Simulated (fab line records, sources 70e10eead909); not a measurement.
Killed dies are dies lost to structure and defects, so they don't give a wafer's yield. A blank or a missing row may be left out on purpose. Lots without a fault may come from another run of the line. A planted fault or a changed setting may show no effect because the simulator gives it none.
fab line records | flow nand_harc
record lots=11 wafers=33 last_day=24
route steps=1159 shown A_STAIRCASE@557 END@1159
lots that met no fault: from a run of the same line without faults
start_h: hours from the record's first day to the start of the lot's first wafer shown | wait_h: hours since the lot's step before | " the same as in the row above | L1.1+2: a row that stands for several wafers | - no value, or no start given | * or withheld: withheld | < > ~ a bound
route shown NAME@n: a module of which the file shows steps, and the number in the route of the first | usual: mean/standard deviation of fault-free wafers | same: alike in all rows | chamber/n: place in a boat | sites: the reading at each site | _std_site: their standard deviation | _edge_site: outer sites' mean less inner sites' | radius_mm: how far each site lies from the wafer's centre | mask NAME#n: copy n | behind: the tool/chamber that last shaped the wafer | hold: why the lot was held/for how many hours/how that ended | device: the transistor (n, p or np) that didn't switch | end of line: the same wafers' tests at the end of the route | a step without rows: its recipe alone | killed: dies lost to structure and defects at the first sort, not the wafer's yield | map: a wafer's dies, x killed, . not, _ none there
set.NAME: the setting as run; set.NAME@STEP: as run at that earlier step | model.NAME: the simulator's own value behind a step, which no gauge read
steps of the route over a sample of lots; a table a step, a row a wafer
services: from which hour (start_h, from the record's first day; less than 0 if before it) a tool's chamber was out of use, for how many hours, and why
## steps
# step NHARC_A_STAIRCASE_TRIM_20
# recipe time_s=211.2 o2_flow_sccm=500 ar_flow_sccm=0 bias_w=0 chemistry=O2
# usual drypump_motor_current_A=5.7/0.39 o2_flow_sccm=500.2/1.4 oes_product_au=0.992/0.013 rf_vpp_V=57.9/0.88 showerhead_plenum_p_Torr=3.58/0.15 throttle_valve_pct=17.037/0.0084
# same bias_w=0
# columns lot.wafer tool chamber start_h wait_h drypump_motor_current_A o2_flow_sccm oes_product_au rf_hours_counter_h rf_vpp_V showerhead_plenum_p_Torr throttle_valve_pct
L965.2 rie_diel-07 1 222.82 0.1 5.9 503.4 1.012 56 58.5 3.58 17.041
L965.6 " 1 " " 5.9 502.3 0.999 - 57.6 3.58 17.016
L965.4 " 2 " " 6.3 500.0 0.996 - 56.4 3.26 17.051
L970.1 rie_diel-06 0 259.64 0.1 5.6 497.6 0.999 2 57.7 3.60 17.031
L970.4 " 3 " " 4.8 500.6 0.987 2 58.1 3.69 17.032
L970.6 " 1 " " 5.7 499.5 0.979 - 57.2 3.45 17.036
L968.2 rie_diel-07 3 260.02 0.1 5.8 502.0 1.008 10 56.8 3.60 17.041
L968.4 " 1 " " 5.8 498.7 0.989 9 58.4 3.57 17.037
L968.5 " 3 " " 5.8 502.0 1.009 - 56.9 3.60 17.036
L969.1 rie_diel-13 3 264.94 0.1 5.5 499.5 0.987 58 57.2 3.30 17.037
L969.6 " 1 " " 6.2 498.6 1.000 - 58.4 3.53 17.036
L969.5 " 2 " " 5.4 502.7 0.985 - 57.6 3.48 17.031
L975.2 rie_diel-13 3 291.60 0.1 5.5 497.0 0.995 3 57.7 3.30 17.025
L975.3 " 1 " " 6.1 501.2 0.968 4 57.4 3.53 17.039
L975.5 " 0 " " 5.9 499.3 0.991 - 58.0 3.81 17.038
L976.2 rie_diel-06 0 316.36 0.1 5.6 499.6 1.001 23 57.7 3.59 17.045
L976.3 " 3 " " 4.8 498.5 0.984 21 57.9 3.68 17.023
L976.5 " 0 " " 5.6 500.8 1.010 - 56.6 3.59 17.043
L982.2 rie_diel-06 1 328.14 0.1 5.7 499.1 0.989 26 57.6 3.43 17.014
L982.4 " 3 " " 4.8 502.8 0.994 26 57.0 3.67 17.021
L982.6 " 0 " " 5.7 499.9 1.008 - 57.2 3.59 17.042
L981.2 rie_diel-07 2 333.85 0.1 6.3 499.2 0.979 37 58.7 3.79 17.036
L981.4 " 3 " " 5.7 499.9 1.006 37 58.3 3.59 17.025
L981.5 " 2 " " 6.3 498.6 0.989 - 59.2 3.79 17.026
L983.2 rie_diel-13 3 337.85 0.1 5.5 501.0 0.998 21 58.7 3.29 17.035
L983.4 " 0 " " 5.9 501.2 0.984 - 58.5 3.80 17.041
L983.6 " 1 " " 6.1 500.0 0.981 - 57.2 3.52 17.025
L984.2 rie_diel-07 2 360.20 0.1 6.3 500.1 0.994 48 58.3 3.78 17.043
L984.1 " 3 " " 5.8 500.3 1.014 46 57.2 3.58 17.035
L984.6 " 1 " " 5.9 501.2 0.988 - 57.5 3.55 17.053
L987.1 rie_diel-06 2 368.31 0.1 5.5 498.8 1.010 38 56.9 3.69 17.024
L987.4 " 3 " " 4.8 496.4 0.979 41 57.8 3.67 17.035
L987.5 " 2 " " 5.5 498.1 1.008 - 57.7 3.69 17.040
# step NHARC_A_STAIRCASE_ETCH_23
# recipe target_depth_a=1000 time_s=40.5 ion_energy_ev=400 c4f8_flow_sccm=20 o2_flow_sccm=10 ar_flow_sccm=withheld rf_w=600 bias_w=1000 chemistry=C4F8/O2
# usual bias_w=999.9/2.8 oes_product_au=0.936/0.014 rf_vpp_V=898/5.7 run_length_s=61.86/0.29
# columns lot.wafer tool chamber start_h wait_h bias_w oes_product_au rf_hours_counter_h rf_vpp_V run_length_s
L965.2 rie_diel-07 0 - - 1005.1 0.914 59 903 61.91
L965.4 " 1 " " 1002.2 0.933 - 898 62.25
L965.6 " 0 " " 1003.3 0.904 - 902 62.01
L970.4 rie_diel-06 2 - - 1000.5 0.965 1 903 61.61
L970.1 " 0 " " 996.0 0.951 2 898 62.28
L970.6 " 2 " " 996.6 0.956 - 902 62.03
L968.2 rie_diel-07 0 - - 994.5 0.923 10 902 62.52
L968.4 " 2 " " 1001.1 0.924 9 904 61.43
L968.5 " 0 " " 997.3 0.918 - 902 61.98
L969.1 rie_diel-13 2 - - 1002.9 0.928 60 895 61.54
L969.6 " 3 " " 996.9 0.941 - 889 61.84
L969.5 " 0 " " 998.4 0.960 - 887 61.45
L975.2 rie_diel-13 3 - - 1004.6 0.929 3 887 61.59
L975.3 " 1 " " 999.3 0.925 4 896 61.86
L975.5 " 3 " " 1003.1 0.929 - 887 62.03
L976.2 rie_diel-06 0 - - 1001.6 0.944 23 900 61.94
L976.3 " 1 " " 997.4 0.930 22 892 61.84
L976.5 " 3 " " 999.1 0.924 - 901 61.55
L982.4 rie_diel-06 3 - - 999.6 0.918 26 902 61.51
L982.2 " 1 " " 1006.4 0.918 26 894 61.78
L982.6 " 2 " " 996.2 0.931 - 902 62.18
L981.2 rie_diel-07 1 - - 998.7 0.928 35 897 61.96
L981.4 " 3 " " 999.4 0.949 37 900 61.87
L981.5 " 0 " " 1001.0 0.944 - 903 62.23
L983.2 rie_diel-13 0 - - 1003.3 0.942 22 907 61.69
L983.4 " 1 " " 999.5 0.940 - 896 61.57
L983.6 " 0 " " 1003.9 0.931 - 906 62.12
L984.1 rie_diel-07 2 - - 1001.2 0.933 49 903 62.10
L984.2 " 0 " " 1003.5 0.928 45 901 61.88
L984.6 " 1 " " 997.4 0.937 - 896 61.80
L987.4 rie_diel-06 2 - - 1001.6 0.949 39 902 61.83
L987.1 " 0 " " 1000.8 0.942 42 898 62.10
L987.5 " 2 " " 994.8 0.934 - 902 62.55
# step NHARC_A_STAIRCASE_ETCH_188
# recipe target_depth_a=1000 time_s=40.5 ion_energy_ev=400 c4f8_flow_sccm=20 o2_flow_sccm=10 ar_flow_sccm=withheld rf_w=600 bias_w=1000 chemistry=C4F8/O2
# usual bias_w=999/3.3 oes_product_au=0.934/0.016 rf_vpp_V=899/4.7 run_length_s=61.93/0.28
# columns lot.wafer tool chamber start_h wait_h bias_w oes_product_au rf_hours_counter_h rf_vpp_V run_length_s
L965.2 rie_diel-06 3 225.89 - 997 0.933 52 902 61.79
L965.6 " 1 " " 1010 0.939 - 893 61.52
L965.4 " 3 " " 998 0.919 - 901 61.81
L970.1 rie_diel-06 0 262.49 - 998 0.941 3 900 61.82
L970.4 " 1 " " 1001 0.922 3 892 61.57
L970.6 " 3 " " 1004 0.936 - 902 61.97
L968.2 rie_diel-07 1 262.83 - 1001 0.903 10 896 62.00
L968.4 " 3 " " 997 0.925 11 900 62.22
L968.5 " 0 " " 995 0.902 - 903 62.00
L969.1 rie_diel-13 0 267.73 - 999 0.934 61 887 61.45
L969.6 " 1 " " 1001 0.943 - 895 61.73
L969.5 " 2 " " 1002 0.952 - 895 61.36
L975.2 rie_diel-07 3 294.87 - 999 0.962 25 900 62.19
L975.3 " 2 " " - 0.938 24 905 49.37
L975.5 " 0 " " 999 0.956 - 903 61.92
L976.2 rie_diel-13 0 319.35 - 1000 0.947 11 904 61.78
L976.3 " 1 " " 1000 0.941 11 897 61.71
L976.5 " 0 " " 998 0.944 - 907 61.61
L982.2 rie_diel-13 0 331.20 - 993 0.938 19 905 62.07
L982.6 " 0 " " 998 0.943 - 906 61.59
L982.4 " 1 " " 1003 0.929 - 895 61.54
L981.4 rie_diel-06 2 337.24 - 996 0.950 29 901 61.90
L981.2 " 0 " " 998 0.947 32 896 61.87
L981.5 " 2 " " 996 0.934 - 903 61.73
L983.2 rie_diel-13 0 340.80 - 1001 0.938 22 906 61.74
L983.4 " 1 " " 997 0.915 23 896 62.07
L983.6 " 0 " " 1002 0.936 - 907 62.21
L984.2 rie_diel-06 2 363.46 - 991 0.942 37 902 61.76
L984.1 " 3 " " 1003 0.932 40 901 61.72
L984.6 " 3 " " 1000 0.935 - 900 61.64
L987.1 rie_diel-07 3 371.68 - 995 0.944 50 898 62.46
L987.4 " 0 " " 1000 0.909 49 902 62.27
L987.5 " 2 " " 1002 0.926 - 906 61.72
# step NHARC_A_STAIRCASE_TRIM_193
# recipe time_s=211.2 o2_flow_sccm=500 ar_flow_sccm=0 bias_w=0 chemistry=O2
# usual drypump_motor_current_A=5.7/0.38 o2_flow_sccm=499.9/1.5 oes_product_au=0.995/0.012 rf_vpp_V=57.9/0.91 showerhead_plenum_p_Torr=3.61/0.14 throttle_valve_pct=17.035/0.0091
# same bias_w=0
# columns lot.wafer tool chamber start_h wait_h drypump_motor_current_A o2_flow_sccm oes_product_au rf_hours_counter_h rf_vpp_V showerhead_plenum_p_Torr throttle_valve_pct
L965.2 rie_diel-06 3 - - 4.8 500.9 1.002 52 58.1 3.69 17.034
L965.6 " 1 " " 5.7 497.5 0.995 - 57.9 3.45 17.027
L965.4 " 3 " " 4.8 501.5 0.977 - 58.9 3.70 17.048
L970.4 rie_diel-06 1 - - 5.7 497.3 0.988 3 57.4 3.45 17.031
L970.1 " 3 " " 4.8 498.1 0.986 3 58.0 3.69 17.036
L970.6 " 1 " " 5.7 500.0 0.983 - 58.3 3.45 17.035
L968.2 rie_diel-07 3 - - 5.8 500.7 1.028 11 57.1 3.60 17.053
L968.4 " 0 " " 5.3 499.8 0.995 11 59.5 3.71 17.043
L968.5 " 2 " " 6.3 500.1 0.987 - 60.3 3.80 17.041
L969.1 rie_diel-13 0 - - 5.9 501.3 0.999 62 56.7 3.28 17.039
L969.6 " 0 " " 5.9 501.7 0.990 - 56.9 3.28 17.033
L969.5 " 1 " " 6.1 500.0 1.007 - 57.9 3.53 17.038
L975.2 rie_diel-07 1 - - 5.9 499.0 0.983 24 57.8 3.56 17.049
L975.3 " 2 " " 6.3 499.0 0.983 25 58.5 3.79 17.034
L975.5 " 0 " " 5.3 499.8 0.989 - 57.9 3.71 17.028
L976.3 rie_diel-13 3 - - 5.5 501.5 0.996 12 59.1 3.29 17.030
L976.2 " 1 " " 6.1 497.7 0.968 11 57.6 3.52 17.017
L976.5 " 3 " " 5.5 502.0 0.996 - 55.3 3.29 17.034
L982.2 rie_diel-13 0 - - 5.9 497.4 0.999 19 58.2 3.80 17.031
L982.6 " 1 " " 6.1 501.3 0.992 - 57.5 3.52 17.034
L982.4 " 3 " " 5.5 498.5 1.005 - 58.1 3.29 17.030
L981.2 rie_diel-06 3 - - 4.8 501.3 0.990 31 56.6 3.67 17.032
L981.4 " 0 " " 5.7 498.8 1.006 32 57.1 3.59 17.044
L981.5 " 0 " " 5.6 499.7 1.014 - 58.5 3.59 17.041
L983.4 rie_diel-13 3 - - 5.5 503.8 0.990 22 57.3 3.29 17.034
L983.2 " 0 " " 5.9 499.0 0.983 23 57.5 3.80 17.032
L983.6 " 3 " " 5.5 500.4 1.006 - 56.1 3.29 17.020
L984.1 rie_diel-06 0 - - 5.6 499.9 1.003 41 58.1 3.58 17.042
L984.2 " 2 " " 5.5 500.2 1.001 37 58.0 3.69 17.030
L984.6 " 3 " " 4.8 499.9 0.986 - 59.8 3.67 17.028
L987.1 rie_diel-07 3 - - 5.8 501.0 1.022 51 57.7 3.58 17.042
L987.4 " 1 " " 5.8 500.7 0.999 51 56.8 3.55 17.044
L987.5 " 3 " " 5.8 499.3 1.026 - 58.0 3.58 17.032
# step NHARC_END_SORT_01
# recipe temp_c=25
# usual killed_at_array=25/7.8 killed_at_other=0.6/0.81 killed_at_periphery=3.3/2.2 killed_dies=29/8.2 killed_open=3.5/1.9 killed_short=1.8/1.3
# same gross_dies=677
# columns lot.wafer tool chamber start_h wait_h killed_at_array killed_at_other killed_at_periphery killed_dies killed_open killed_short
L975.2 prober-01 0 491.05 2.8 29 0 6 35 5 0
L975.3 prober-01 0 491.85 3.1 673 0 4 677 6 1
L975.5 prober-01 0 493.46 3.7 26 2 4 32 2 5
# killed by level:class
L975.2 A_CHANNEL_HOLE_D1:chamber_film_flake=10 A_SLIT:chamber_film_flake=8 A_CONTACT:chamber_film_flake=6 A_CONTACT:geometric_particle:open=3 P_STI:chamber_film_flake=2 A_ONON_D1:geometric_particle:open=1 A_M0:geometric_particle:open=1 P_ZERO_WELL:chamber_film_flake=1
L975.3 A_STAIRCASE:area_etch=644 A_SLIT:chamber_film_flake=12 A_CHANNEL_HOLE_D1:chamber_film_flake=7 A_CONTACT:chamber_film_flake=4 A_M0:geometric_particle:open=2 P_CONTACT:geometric_particle:open=1 P_M1:geometric_particle:open=1 A_CHANNEL_HOLE_D1:geometric_particle:short=1
L975.5 A_SLIT:chamber_film_flake=10 A_CHANNEL_HOLE_D1:chamber_film_flake=7 A_CONTACT:chamber_film_flake=3 P_ZERO_WELL:chamber_film_flake=2 P_GATE:chamber_film_flake=2 A_SOURCE_PLATE:geometric_particle:short=1 A_ONON_D1:geometric_particle:short=1 A_CHANNEL_FILL_D1:geometric_particle:short=1
## services
# columns tool chamber start_h hours kind
rie_diel-13 3 218.18 5.8 repair
rie_diel-06 0 220.29 - clean
rie_diel-06 1 220.29 - clean
rie_diel-06 2 220.29 - clean
rie_diel-06 3 220.29 - clean
rie_diel-07 3 222.34 4.9 repair
rie_diel-06 2 225.22 6.5 repair
rie_diel-07 - 228.74 9.0 pm
rie_diel-06 2 239.20 17.2 repair
rie_diel-06 - 241.58 9.0 pm
rie_diel-06 0 241.58 9.0 vent_cycle
rie_diel-06 1 241.58 9.0 vent_cycle
rie_diel-06 3 241.58 9.0 vent_cycle
rie_diel-06 0 250.58 - clean
rie_diel-06 0 250.58 - consumable_replace:focus_ring
rie_diel-06 1 250.58 - clean
rie_diel-06 3 250.58 - clean
rie_diel-13 - 276.13 9.0 pm
rie_diel-13 2 286.64 8.8 repair
rie_diel-06 1 303.21 7.4 repair
rie_diel-07 1 304.31 1.4 repair
rie_diel-06 - 323.32 2.1 repair
rie_diel-07 - 325.65 0.8 repair
rie_diel-06 0 338.06 2.3 repair
## key
first_sign step=NHARC_A_STAIRCASE_ETCH_188 reading=run_length_s direction=down sigmas=45 usual=* struck=*
effect step=NHARC_END_SORT_01 reading=killed_at_array direction=up sigmas=83 usual=25 struck=673
more_kills_born_at NHARC_A_STAIRCASE_ETCH_188@rie_diel-07=644
met_at NHARC_A_STAIRCASE_ETCH_188
struck_lots L975
struck_wafers L975.3
later_rows_left_out L975.3
tester_left_out L975
not_acting_at NHARC_A_STAIRCASE_TRIM_20,NHARC_A_STAIRCASE_ETCH_23,NHARC_A_STAIRCASE_TRIM_193
onset_between 262.83 294.87
fault kind=process_parameter_drift tool=rie_diel-07 chamber=- onset_h=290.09 steps=NHARC_A_STAIRCASE_ETCH_188 channel=time_s offset=* shape=step end_h=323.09 scope=struck_wafers_only acts_in=* stated=*
# tester_left_out: of these lots the tester's yield and bins aren't shown, on N5 and GAA mostly nor the transistor test; their killed dies are dies lost to structure and defects alone, not to doping, threshold or leakage, so they don't give the yield
# later_rows_left_out: the simulator's readings of these wafers behind a module that went badly wrong aren't trusted and aren't shown, but for the sort
